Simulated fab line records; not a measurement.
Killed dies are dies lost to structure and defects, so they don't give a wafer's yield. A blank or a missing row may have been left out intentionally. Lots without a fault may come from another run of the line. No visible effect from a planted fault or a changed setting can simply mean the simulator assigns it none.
fab line records	flow n5Finfet
record: lots: 5	wafers: 15	lastDay: 17
route steps=1938 shown STI_FIN_REVEAL@187 DUMMY_GATE@212 BEOL_M4@1111 PASSIVATION@1936
lots that met no fault: from a run of the same line without faults
startH: hours from the record's first day to the start of the lot's first wafer shown	waitH: time in hours since the lot's previous step	" as in the row above	L1.1+2: several wafers, shown together as one row	- value missing, or start not given	* or withheld: withheld	< > ~ a bound
route shown NAME@n: a module of which the file shows steps, and the number in the route of the first	usual: average and standard deviation across the fault-free wafers	same: alike in all rows	chamber/n: place in a boat	sites: the reading at each site	_std_site: standard deviation across them	_edge_site: inner sites' mean taken away from outer sites' mean	radiusMm: how far each site lies from the wafer's centre	mask NAME#n: copy n	behind: tool/chamber where the wafer was last shaped	hold: the reason the lot was held/the length of the hold in hours/how it ended	device: the transistor (n, p or np) that didn't switch	end of line: the same wafers' tests at the end of the route	a step without rows: its recipe alone	killed: not the wafer's yield, but the dies lost to structure and defects at the first sort	map: shows each die of a wafer: x if killed, . if not, _ if none is there
set.NAME: the setting as run; set.NAME@STEP: as run at that earlier step	model.NAME: the simulator's own value behind a step, which no gauge read
lots seen at some steps along the route; tables by step, rows by wafer
services: when a tool's chamber went out of use (startH, in hours from the record's first day, below 0 if earlier), for how many hours, and the reason
== steps ==
step: N5_STI_FIN_REVEAL_CMP_04
recipe: stopOn: Si3N4	tOverpolishS: 4	downForcePsi: 2	platenRpm: 54.18	postCmpClean: alkalineBrush	padVelocityMS: 1.078	targetThkNm: 131.83
step: N5_STI_FIN_REVEAL_DENSIFY_30
recipe: tempC: *	timeS: *	ambient: N2	idleTempC: 600	rampUpCPerS: 150	rampDownCPerS: 60	coolToC: 600
step: N5_STI_FIN_REVEAL_ETCHBACK_08
recipe: chemistry: C4F6/O2	target: SiO2	targetDepthA: 305	timeS: 10.167	ionEnergyEv: 250	pressureMtorr: 30	sourceW: 345	biasW: 185	Ar_flow_sccm: 300	C4F6_flow_sccm: 10	O2_flow_sccm: 10
step: N5_STI_FIN_REVEAL_STRIP_24
recipe: chemistry: N2/H2	timeS: 90	powerW: 100	tempC: 40	pressureMtorr: 100	rfFrequencyHz: 6e+07	biasPowerW: 3	n2FlowSccm: 300	h2FlowSccm: 300
step: N5_STI_FIN_REVEAL_PRECLEAN_25
recipe: chemistry: SPM	timeS: 90	tempC: 120	mix: 4:1
step: N5_STI_FIN_REVEAL_PRECLEAN_26
recipe: chemistry: SC1	timeS: 45	tempC: 46	mix: 1:2:100
step: N5_STI_FIN_REVEAL_PRECLEAN_29
recipe: chemistry: DHF	timeS: 30	tempC: 25	dilution: 300:1
step: N5_STI_FIN_REVEAL_SRD_12
recipe: timeS: 30	tempC: 23	rinseLiquid: diw	dry: ipaMarangoni
step: N5_STI_FIN_REVEAL_RECESS_09
recipe: chemistry: HF/NH3	target: SiO2	afsCycles: 11	targetDepthA: 425	tempC: 30	sublimationTempC: 180	sublimationTimeS: 60
step: N5_STI_FIN_REVEAL_STRIP_16
recipe: chemistry: H3PO4	material: SiNx	tempC: 165	targetDepthA: 238	overetchFraction: 0.4964	dry: ipaMarangoni
step: N5_STI_FIN_REVEAL_PRECLEAN_17
recipe: chemistry: NF3:NH3	afsCycles: 1	tempC: 30	timeS: 20	sublimationTempC: 180	sublimationTimeS: 60	pressureTorr: 3	rfPowerW: 30
step: N5_STI_FIN_REVEAL_ETCH_34
recipe: chemistry: H2	mode: isotropic	material: Si	target: Si	targetDepthA: 9.7	tempC: 20	pressureMtorr: 4.5	icpW: 300	biasW: 0	h2FlowSccm: 7.5	heFlowSccm: 142.5
usual: biasW: 0/0	chamberPressureMTorr: 4.499/0.004	drypumpMotorCurrentA: 5.5/0.55	oesProductAu: 0.995/0.013	throttleValvePct: 25.9/0.38
lot.wafer	tool	chamber	startH	waitH	biasW	chamberPressureMTorr	drypumpMotorCurrentA	oesProductAu	rfHoursCounterH	throttleValvePct
L833.1	rieSi-01	1	66.61	0.2	0	4.498	6.4	1.009	3	25.8
L833.3	"	3	"	"	0	4.500	4.9	0.996	8	25.9
L833.5	"	2	"	"	0	4.495	5.5	0.973	-	26.6
L838.2	rieSi-03	2	96.55	0.1	-	-	-	-	-	-
L838.4	"	1	"	"	-	-	-	-	-	-
L838.5	"	2	"	"	-	-	-	-	-	-
L839.1	rieSi-01	3	103.95	0.2	-	-	-	-	-	-
L839.2	"	1	"	"	-	-	-	-	-	-
L839.6	"	1	"	"	-	-	-	-	-	-
L840.1	rieSi-03	3	112.37	0.2	-	-	-	-	-	-
L840.2	"	1	"	"	-	-	-	-	-	-
L840.3	"	2	"	"	-	-	-	-	-	-
L847.1	rieSi-01	2	154.27	0.2	0	4.501	5.4	0.974	70	26.6
L847.2	"	0	"	"	0	4.506	4.9	0.990	49	25.4
L847.4	"	3	"	"	0	4.496	4.9	0.992	10	25.9
step: N5_STI_FIN_REVEAL_OXIDATION_31
recipe: chemistry: O2_PLASMA_REMOTE	tempC: 150	timeS: 20	pressureMtorr: 1000	sourcePowerW: 2000	o2FlowSccm: 3000
step: N5_STI_FIN_REVEAL_PRECLEAN_32
recipe: chemistry: NF3:NH3	afsCycles: 1	tempC: 30	timeS: 20	sublimationTempC: 180	sublimationTimeS: 60	pressureTorr: 3	rfPowerW: 30
step: N5_STI_FIN_REVEAL_STRIP_35
recipe: chemistry: H3PO4	material: Si3N4	tempC: 165	targetDepthA: 40	timeS: 39
step: N5_STI_FIN_REVEAL_SRD_21
recipe: dry: ipaMarangoni	timeS: 30	tempC: 23	rinseLiquid: diw
step: N5_STI_FIN_REVEAL_OXIDATION_33
recipe: chemistry: O2_PLASMA_REMOTE	tempC: 150	timeS: 20	pressureMtorr: 1000	sourcePowerW: 2000	o2FlowSccm: 3000
step: N5_STI_FIN_REVEAL_CLEAN_19
recipe: chemistry: O3/DIW	tempC: 25	timeS: 120	o3Ppm: 10
step: N5_STI_FIN_REVEAL_SRD_23
recipe: dry: ipaMarangoni	timeS: 30	tempC: 23	rinseLiquid: diw
step: N5_STI_FIN_REVEAL_CD_MEAS_22
recipe: targetCdNm: 6.238	pitchNm: 28	polarity: line
usual: cdNm: 6.25/0.21
lot.wafer	tool	chamber	startH	waitH	cdNm
L833.1	cdSem-02	-	67.19	0.0	6.47
L833.3	"	-	"	"	6.19
L833.5	"	-	"	"	6.25
L838.2	cdSem-02	-	97.14	0.0	7.76
L838.4	"	-	"	"	7.61
L838.5	"	-	"	"	7.94
L839.1	cdSem-01	-	104.55	0.0	8.06
L839.2	"	-	"	"	7.81
L839.6	"	-	"	"	8.36
L840.1	cdSem-03	-	112.95	0.0	8.13
L840.2	"	-	"	"	8.24
L840.3	"	-	"	"	8.05
L847.1	cdSem-01	-	154.85	0.0	6.44
L847.2	"	-	"	"	6.23
L847.4	"	-	"	"	5.94
step: N5_STI_FIN_REVEAL_PRECLEAN_18
recipe: chemistry: SC2	timeS: 45	tempC: 35	mix: 1:1:50
step: N5_STI_FIN_REVEAL_SRD_28
recipe: dry: ipaMarangoni	timeS: 30	tempC: 23	rinseLiquid: diw
step: N5_DUMMY_GATE_PRECLEAN_00
recipe: chemistry: O3/DIW	timeS: 60	tempC: 22	o3Ppm: 10
step: N5_DUMMY_GATE_SRD_01
recipe: timeS: 30	tempC: 23	rinseLiquid: diw	dry: ipaMarangoni
step: N5_DUMMY_GATE_ALD_02
recipe: material: SiO2	targetThkA: 20	tempC: 300	aldPrecursorFamily: BDEAS	aldCoReactant: O2-plasma	pulseTimeS: 1	pressureTorr: 2
step: N5_DUMMY_GATE_CVD_03
recipe: material: a-Si	targetThkA: 1500	tempC: 530	precursor: SiH4	timeS: 8042
step: N5_DUMMY_GATE_PRECLEAN_46
recipe: chemistry: DIW	timeS: 89.5	tempC: 23
step: N5_DUMMY_GATE_SRD_47
recipe: dryTimeS: 32	dry: n2Spin	spinRpm: 1500
step: N5_DUMMY_GATE_CMP_04
recipe: material: a-Si	postCmpClean: alkalineBrush
step: N5_DUMMY_GATE_HM_DEP_06
recipe: material: SiNx	targetThkA: 800	precursor: DCS/NH3	tempC: 700	pressureMtorr: 300	timeS: 5141
step: N5_DUMMY_GATE_PECVD_30
recipe: material: SiO2	targetThkA: 550	tempC: 400	precursor: TEOS/O2	pressureTorr: 6.5	rfW: withheld	teosFlowSccm: withheld	gas: O2	flowSccm: 2650	timeS: 10.8
step: N5_DUMMY_GATE_COAT_34
recipe: resist: SOC	tempC: 250	timeS: 60	spinRpm: 1500	resistThkNm: 60
step: N5_DUMMY_GATE_COAT_35
recipe: resist: SiARC	tempC: 220	timeS: 60	spinRpm: 1500	resistThkNm: 10
step: N5_DUMMY_GATE_COAT_28
recipe: resist: underlayer	tempC: 205	timeS: 60	spinRpm: 1500	resistThkNm: 10
step: N5_DUMMY_GATE_COAT_09
recipe: resist: CAR-EUV	spinRpm: 1500	resistThkNm: 30
step: N5_DUMMY_GATE_EBR_11
recipe: solvent: PGMEA	ebrWidthMm: 1.5
step: N5_DUMMY_GATE_SOFTBAKE_10
recipe: tempC: 110	timeS: 60	resist: CAR-EUV
step: N5_DUMMY_GATE_EXPOSE_12
recipe: maskId: GATE	na: 0.33	sourceShape: annular	sigmaInner: 0.2	sigmaOuter: 0.6	polarization: unpolarized	targetCdNm: 25	doseMj: 34
step: N5_BEOL_M4_RC_MEAS_101
usual: DIBL_N: 35.9/1.3	DIBL_P: 36.3/1.5	IOFF_N: 0.153/0.023	IOFF_N_85C: 3.0/0.39	IOFF_N_LIN: 0.072/0.0088	IOFF_N_LONG: 5.44e-05/2.4e-06	IOFF_P: 0.208/0.028	IOFF_P_85C: 3.6/0.41	IOFF_P_LIN: 0.099/0.011	IOFF_P_LONG: 0.000105/8.5e-06	ION_N: 672/9.7	ION_P: 462/6.6	REXT_N: 75.3/1.4	REXT_P: 101.0/2.3	SS_N: 71.5/0.53	SS_P: 73.3/0.59	VT_N: 250.4/2.7	VT_N_LONG: 275.5/1.8	VT_N_LVT: 99/3.1	VT_P: -250.5/3	VT_P_LONG: -275.5/2.8	VT_P_LVT: -99/3.1
lot.wafer	tool	chamber	startH	waitH	DIBL_N[mV/V]	DIBL_P[mV/V]	IOFF_N[nA/um]	IOFF_N_85C[nA/um]	IOFF_N_LIN[nA/um]	IOFF_N_LONG[nA/um]	IOFF_P[nA/um]	IOFF_P_85C[nA/um]	IOFF_P_LIN[nA/um]	IOFF_P_LONG[nA/um]	ION_N[uA/um]	ION_P[uA/um]	REXT_N[ohm.um]	REXT_P[ohm.um]	SS_N[mV/dec]	SS_P[mV/dec]	VT_N[mV]	VT_N_LONG[mV]	VT_N_LVT[mV]	VT_P[mV]	VT_P_LONG[mV]	VT_P_LVT[mV]
L833.1	prober-02	0	211.49	0.0	33.8	35.3	0.121	2.4	0.059	4.98e-05	0.177	3.2	0.087	9.6e-05	653	452	75.1	99.4	70.8	72.7	253.2	279.2	106	-252.9	-278.3	-103
L833.3	"	0	"	"	36.0	38.1	0.162	3.1	0.075	4.98e-05	0.213	3.7	0.097	9.5e-05	673	461	75.3	100.3	71.6	73.9	250.8	278.2	100	-253.0	-278.2	-102
L833.5	"	0	"	"	34.1	35.3	0.120	2.4	0.057	4.79e-05	0.177	3.1	0.087	9.6e-05	646	456	74.1	99.7	70.9	72.1	255.5	277.5	106	-252.9	-279.9	-103
L838.2	prober-01	0	236.79	0.2	47.9	51.5	0.744	11.4	0.352	9.62e-05	0.785	11.0	0.382	0.000162	765	516	66.5	89.0	73.7	76.8	224.8	254.7	71	-231.8	-260.3	-77
L838.4	"	0	"	"	45.8	48.6	0.557	9.0	0.273	9.73e-05	0.628	9.0	0.320	0.000161	742	503	65.5	88.8	73.3	76.7	226.2	255.5	76	-233.3	-258.8	-81
L838.5	"	0	"	"	46.6	50.7	0.635	10.0	0.310	9.68e-05	0.746	10.4	0.362	0.000163	753	513	65.8	88.1	73.4	76.9	226.4	255.2	74	-232.0	-260.9	-79
L839.1	prober-01	0	243.50	0.0	46.9	50.7	0.690	10.7	0.325	8.58e-05	0.692	10.0	0.332	0.000143	756	509	67.1	88.7	74.6	76.3	224.6	256.8	73	-231.9	-263.1	-81
L839.2	"	0	"	"	45.0	47.9	0.573	9.1	0.269	8.72e-05	0.551	8.2	0.281	0.000141	732	494	66.1	89.3	74.1	76.1	229.0	259.9	76	-239.0	-262.7	-83
L839.6	"	0	"	"	46.1	48.8	0.585	9.2	0.275	8.72e-05	0.585	8.7	0.296	0.000144	740	497	66.6	88.4	73.9	75.8	228.2	256.3	76	-238.7	-263.2	-83
L840.1	prober-02	0	251.21	0.0	45.3	48.3	0.574	9.0	0.277	9.1e-05	0.619	9.1	0.309	0.000143	754	501	69.0	92.3	73.1	76.8	225.9	257.6	77	-234.0	-262.4	-85
L840.2	"	0	"	"	47.8	50.5	0.764	11.4	0.336	9.19e-05	0.712	10.2	0.340	0.00015	752	499	68.5	92.5	74.2	78.2	223.1	256.7	74	-233.1	-262.8	-84
L840.3	"	0	"	"	47.4	50.0	0.706	10.7	0.322	9.16e-05	0.702	10.0	0.333	0.000144	750	496	67.8	92.6	74.4	78.0	225.2	256.7	76	-232.5	-262.8	-84
L847.1	prober-01	0	303.11	0.5	33.3	34.4	0.129	2.6	0.063	5.68e-05	0.212	3.7	0.105	0.000125	668	473	74.7	103.3	70.7	73.2	252.3	276.2	102	-250.3	-270.7	-97
L847.2	"	0	"	"	34.7	36.0	0.153	3.0	0.073	5.68e-05	0.238	4.1	0.115	0.000118	674	464	75.5	104.6	71.0	74.1	249.5	272.7	99	-247.3	-270.8	-97
L847.4	"	0	"	"	33.8	34.3	0.130	2.6	0.062	5.71e-05	0.206	3.6	0.102	0.00012	659	463	75.7	105.3	70.7	72.8	253.6	273.3	103	-248.2	-271.1	-99
step: N5_PASSIVATION_PROBE_49
usual: defectLimitedYield: 91.1/1.5	killed_at_M0_to_M3: 35/9.5	killed_at_M4_up: 13/5.2	killedAtContacts: 12/6.1	killedAtFrontEnd: 41/14	killedAtOther: 3.8/2.9	killedDies: 105/17	killedOpen: 70/13	killedShort: 33/8.4	sort_bin_4_leakage: 0/0	sort_bin_5_function: 5.1/0.97	sort_bin_6_memory: 3.4/0.69	sortNPass: 1075/17	sortYieldPct: 91.1/1.5
same: grossDies: 1180	killedAtBackSide: 0	sort_bin_8_speed[%]: 0
lot.wafer	tool	chamber	startH	waitH	defectLimitedYield[%]	killed_at_M0_to_M3	killed_at_M4_up	killedAtContacts	killedAtFrontEnd	killedAtOther	killedDies	killedOpen	killedShort	sort_bin_4_leakage[%]	sort_bin_5_function[%]	sort_bin_6_memory[%]	sortNPass	sortYieldPct[%]
L833.1	prober-01	-	318.42	0.0	93.1	19	13	4	42	3	81	60	19	0	4.2	2.5	1099	93.1
L833.3	prober-01	-	318.52	0.1	91.8	44	8	14	28	3	97	58	37	0	5.1	2.9	1083	91.8
L833.5	prober-01	-	318.62	0.2	89.3	39	15	17	55	0	126	85	41	0	6.3	4.1	1054	89.3
L838.2	prober-02	-	337.69	0.1	92.6	22	5	10	49	1	87	63	24	92.12	5.4	1.7	6	0.5
L838.4	prober-02	-	337.79	0.2	91.8	29	15	8	40	5	97	66	29	71.61	4.2	3.8	238	20.2
L838.5	prober-02	-	337.84	0.2	91.3	23	10	7	61	2	103	74	27	87.97	5.3	3.1	39	3.3
L839.1	prober-01	-	354.34	0.0	92.0	26	20	9	35	4	94	61	33	90.85	4.2	3.6	14	1.2
L839.2	prober-01	-	354.39	0.1	87.9	37	20	21	65	0	143	97	46	70.85	6.8	4.8	201	17.0
L839.6	prober-01	-	354.59	0.3	90.1	36	13	17	49	2	117	80	35	77.29	5.3	4.4	151	12.8
L840.1	prober-01	-	355.17	0.0	90.2	43	10	15	42	6	116	76	39	82.20	5.5	4.0	94	8.0
L840.2	prober-01	-	355.22	0.1	90.3	25	12	33	42	2	114	81	32	89.92	5.7	3.7	5	0.4
L840.3	prober-01	-	355.27	0.1	91.6	27	8	25	36	3	99	80	18	90.93	5.8	2.5	8	0.7
L847.1	prober-02	-	411.60	0.0	91.2	25	14	16	44	5	104	64	34	0	5.5	3.0	1076	91.2
L847.2	prober-02	-	411.65	0.1	89.2	34	24	10	54	6	128	87	40	0	6.5	4.0	1052	89.2
L847.4	prober-02	-	411.75	0.2	92.2	36	10	16	27	3	92	66	19	0	4.2	3.6	1088	92.2
killed by level:class
L833.1 STI_FIN_REVEAL:geometricParticle:open=14 DUMMY_GATE:geometricParticle:open=8 FIN_SAQP:geometricParticle:short=5 BEOL_M3:geometricParticle:open=5 BEOL_M8:geometricParticle:open=5 MOL_CONTACT_COAG:geometricParticle:open=4 BEOL_M1:geometricParticle:open=4 BEOL_M5:geometricParticle:open=3
L833.3 BEOL_M3:geometricParticle:open=11 MOL_CONTACT_COAG:geometricParticle:open=10 BEOL_M0_SAQP:geometricParticle:short=9 FIN_SAQP:geometricParticle:short=6 GATE_CUT:geometricParticle:short=6 BEOL_M2:geometricParticle:open=5 STI_FIN_REVEAL:geometricParticle:open=4 MOL_CONTACT_COAG:geometricParticle:short=4
L833.5 FIN_SAQP:geometricParticle:open=21 MOL_CONTACT_COAG:geometricParticle:open=14 FIN_SAQP:geometricParticle:short=12 BEOL_M3:geometricParticle:short=10 STI_FIN_REVEAL:geometricParticle:open=9 BEOL_M3:geometricParticle:open=7 BEOL_M4:geometricParticle:open=7 BEOL_M2:geometricParticle:open=6
L838.2 FIN_SAQP:geometricParticle:short=10 MOL_CONTACT_COAG:geometricParticle:open=10 FIN_SAQP:geometricParticle:open=8 STI_FIN_REVEAL:geometricParticle:open=8 DUMMY_GATE:geometricParticle:open=8 BEOL_M3:geometricParticle:open=6 BEOL_M0_SAQP:geometricParticle:short=5 BEOL_M2:geometricParticle:open=5
L838.4 FIN_SAQP:geometricParticle:open=11 FIN_SAQP:geometricParticle:short=9 MOL_CONTACT_COAG:geometricParticle:open=7 BEOL_M4:geometricParticle:open=7 DUMMY_GATE:geometricParticle:open=6 BEOL_M1:geometricParticle:open=6 BEOL_M3:geometricParticle:open=5 BEOL_M0_SAQP:geometricParticle:short=4
L838.5 STI_FIN_REVEAL:geometricParticle:open=18 FIN_SAQP:geometricParticle:short=12 FIN_SAQP:geometricParticle:open=11 DUMMY_GATE:geometricParticle:open=10 MOL_CONTACT_COAG:geometricParticle:open=7 BEOL_M2:geometricParticle:open=5 BEOL_M0_SAQP:geometricParticle:short=4 BEOL_M0:geometricParticle:open=4
L839.1 MOL_CONTACT_COAG:geometricParticle:open=8 BEOL_M0_SAQP:geometricParticle:open=8 BEOL_M0_SAQP:geometricParticle:short=8 BEOL_M4:geometricParticle:open=8 FIN_SAQP:geometricParticle:open=5 STI_FIN_REVEAL:geometricParticle:open=5 ILD0:geometricParticle:short=5 STARTING-WAFER:geometricParticle:open=5
L839.2 STI_FIN_REVEAL:geometricParticle:open=23 BEOL_M0_SAQP:geometricParticle:short=17 MOL_CONTACT_COAG:geometricParticle:open=15 BEOL_M4:geometricParticle:open=13 BEOL_M0_SAQP:geometricParticle:open=10 DUMMY_GATE:geometricParticle:open=9 FIN_SAQP:geometricParticle:short=8 MOL_CONTACT_COAG:geometricParticle:short=6
L839.6 STI_FIN_REVEAL:geometricParticle:open=15 MOL_CONTACT_COAG:geometricParticle:open=15 BEOL_M0_SAQP:geometricParticle:open=14 FIN_SAQP:geometricParticle:short=12 FIN_SAQP:geometricParticle:open=9 BEOL_M0_SAQP:geometricParticle:short=8 BEOL_M1:geometricParticle:open=7 BEOL_M4:geometricParticle:open=4
L840.1 STI_FIN_REVEAL:geometricParticle:open=15 MOL_CONTACT_COAG:geometricParticle:open=12 FIN_SAQP:geometricParticle:open=9 BEOL_M3:geometricParticle:open=8 BEOL_M0_SAQP:geometricParticle:open=7 BEOL_M0_SAQP:geometricParticle:short=6 BEOL_M1:geometricParticle:open=6 BEOL_M2:geometricParticle:open=6
L840.2 MOL_CONTACT_COAG:geometricParticle:open=21 STI_FIN_REVEAL:geometricParticle:open=19 MOL_CONTACT_COAG:geometricParticle:short=11 BEOL_M0_SAQP:geometricParticle:open=10 BEOL_M4:geometricParticle:open=8 BEOL_M1:geometricParticle:open=6 STI_FIN_REVEAL:geometricParticle:short=4 ILD0:geometricParticle:open=3
L840.3 MOL_CONTACT_COAG:geometricParticle:open=21 STI_FIN_REVEAL:geometricParticle:open=18 DUMMY_GATE:geometricParticle:open=7 BEOL_M1:geometricParticle:open=7 BEOL_M3:geometricParticle:open=6 BEOL_M0_SAQP:geometricParticle:open=5 MOL_CONTACT_COAG:geometricParticle:short=3 BEOL_M0_SAQP:geometricParticle:short=3
L847.1 MOL_CONTACT_COAG:geometricParticle:open=12 GATE_CUT:geometricParticle:short=8 STI_FIN_REVEAL:geometricParticle:open=7 BEOL_M0_SAQP:geometricParticle:open=7 FIN_SAQP:geometricParticle:short=6 BEOL_M3:geometricParticle:short=5 SD_EPI_P:coatMicrobubblePrinted=5 BEOL_M4:geometricParticle:open=5
L847.2 DUMMY_GATE:geometricParticle:open=13 BEOL_M0_SAQP:geometricParticle:short=12 FIN_SAQP:geometricParticle:open=11 BEOL_M2:geometricParticle:open=10 MOL_CONTACT_COAG:geometricParticle:open=9 FIN_SAQP:geometricParticle:short=8 GATE_CUT:geometricParticle:short=7 BEOL_M0_SAQP:geometricParticle:open=7
L847.4 BEOL_M2:geometricParticle:open=14 MOL_CONTACT_COAG:geometricParticle:open=13 FIN_SAQP:geometricParticle:open=7 BEOL_M0_SAQP:geometricParticle:open=6 BEOL_M3:geometricParticle:open=6 GATE_CUT:geometricParticle:short=5 BEOL_M0_SAQP:geometricParticle:short=4 BEOL_M4:geometricParticle:open=4
map L838.5 (x killed, . not)
_________________..x..x......________________
______________............x..x.._____________
___________..........xx............__________
__________....................x....._________
________........x....x....x...x.x....._______
_______.x........x.....................______
______.....x...................xx......._____
_____.x................x.................____
____..x......x.................xxx........___
___....x......................x.........x..__
___..x....x................x......x........__
__..............xxx...........x...x........._
__.x...........x......................x....._
_......x..........................x..........
_.....................x...x........x.........
_.x....................x..x..x....x..........
_............................................
_.........x...x.................x.....xx.x...
_......................x.....................
_........x.............................x.....
_..........................x................x
__..x...............................x......x_
__.........xx.......x.....x....x.....x...x.._
___.x....................x.....x.x.........__
___x.................................x...x.__
____............x..........x...x..........___
_____.....x....x.....................x...____
______........x........x.........x......_____
_______............x...x......x.....x..______
________.............x......x....xx.x._______
__________......x...........x......x_________
___________.........xx.........x...__________
______________................x._____________
_________________...x........________________
map L839.2 (x killed, . not)
_________________x..........x________________
______________x.......x.x......._____________
___________....x...................__________
__________..x.x....x................_________
________......xx...x.x..........x...xx_______
_______..............xx...x.....x.x.x..______
______..................x.........x....x_____
_____.x...x...x.....x..........x...x.xx..____
____..x....x..........x.....x.xx..........___
___........x......x......x.x.x....x........__
___............xx.................x........__
__x..x....x..x...x.xx.............x........._
__................x...x....x................_
_..........x.........xx..............x......x
_.....x.........x........x...................
_..........x...x........x.x..........x.......
_.....xxxx...................x...........xx.x
_..............................x.............
_..x......x..x........x..x..x........x....x..
_......................x......x..............
_x...x...x................x.x................
__................xx.......................x_
__....x...x.x....xx..........x.........x...._
___.......x......x..x..x......xx.....xx.x..__
___.....x....x....x......xx........x...x...__
____.....x................................___
_____..........x..................x......____
______..................x........x....x._____
_______.........xx................x....______
________x.....x......x.x.........x...._______
__________.........................._________
___________...........x.x....xx....__________
______________.....xx..........._____________
_________________.......x....________________
== services ==
tool	chamber	startH	hours	kind
rieSi-01	0	47.97	5.0	repair
rieSi-03	-	153.58	0.2	repair
== key ==
firstSign: step: N5_STI_FIN_REVEAL_ETCH_34	reading: toolRecord	direction: missing
effect: step: N5_STI_FIN_REVEAL_CD_MEAS_22	reading: cdNm	direction: up	sigmas: 8.3	usual: 6.25	struck: 8.00
effect: step: N5_BEOL_M4_RC_MEAS_101	reading: IOFF_N_LIN	direction: up	sigmas: 27	usual: 0.072	struck: 0.304
effect: step: N5_BEOL_M4_RC_MEAS_101	reading: IOFF_N	direction: up	sigmas: 22	usual: 0.153	struck: 0.648
effect: step: N5_BEOL_M4_RC_MEAS_101	reading: IOFF_P_LIN	direction: up	sigmas: 21	usual: 0.099	struck: 0.328
effect: step: N5_BEOL_M4_RC_MEAS_101	reading: IOFF_N_85C	direction: up	sigmas: 18	usual: 3.0	struck: 10.1
effect: step: N5_BEOL_M4_RC_MEAS_101	reading: IOFF_P	direction: up	sigmas: 17	usual: 0.208	struck: 0.669
effect: step: N5_BEOL_M4_RC_MEAS_101	reading: IOFF_N_LONG	direction: up	sigmas: 16	usual: 5.44e-05	struck: 9.17e-05
effect: step: N5_BEOL_M4_RC_MEAS_101	reading: IOFF_P_85C	direction: up	sigmas: 15	usual: 3.6	struck: 9.6
effect: step: N5_BEOL_M4_RC_MEAS_101	reading: VT_N_LONG	direction: down	sigmas: 11	usual: 275.5	struck: 256.6
effect: step: N5_BEOL_M4_RC_MEAS_101	reading: VT_N	direction: down	sigmas: 9.1	usual: 250.4	struck: 225.9
effect: step: N5_BEOL_M4_RC_MEAS_101	reading: DIBL_P	direction: up	sigmas: 8.7	usual: 36.3	struck: 49.7
effect: step: N5_BEOL_M4_RC_MEAS_101	reading: DIBL_N	direction: up	sigmas: 8.1	usual: 35.9	struck: 46.5
effect: step: N5_BEOL_M4_RC_MEAS_101	reading: ION_N	direction: up	sigmas: 8	usual: 672	struck: 749
effect: step: N5_PASSIVATION_PROBE_49	reading: sort_bin_4_leakage	direction: up	sigmas: 99+	usual: 0	struck: 83.75
metAt N5_STI_FIN_REVEAL_ETCH_34
struckWafers L838.2,L838.4,L838.5,L839.1,L839.2,L839.6,L840.1,L840.2,L840.3
onsetBetween 66.61 96.55
fault: kind: skippedStepWhole	tool: rieSi-01,rieSi-03	chamber: -	onsetH: 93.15	steps: N5_STI_FIN_REVEAL_ETCH_34	scope: struckLotsOnly
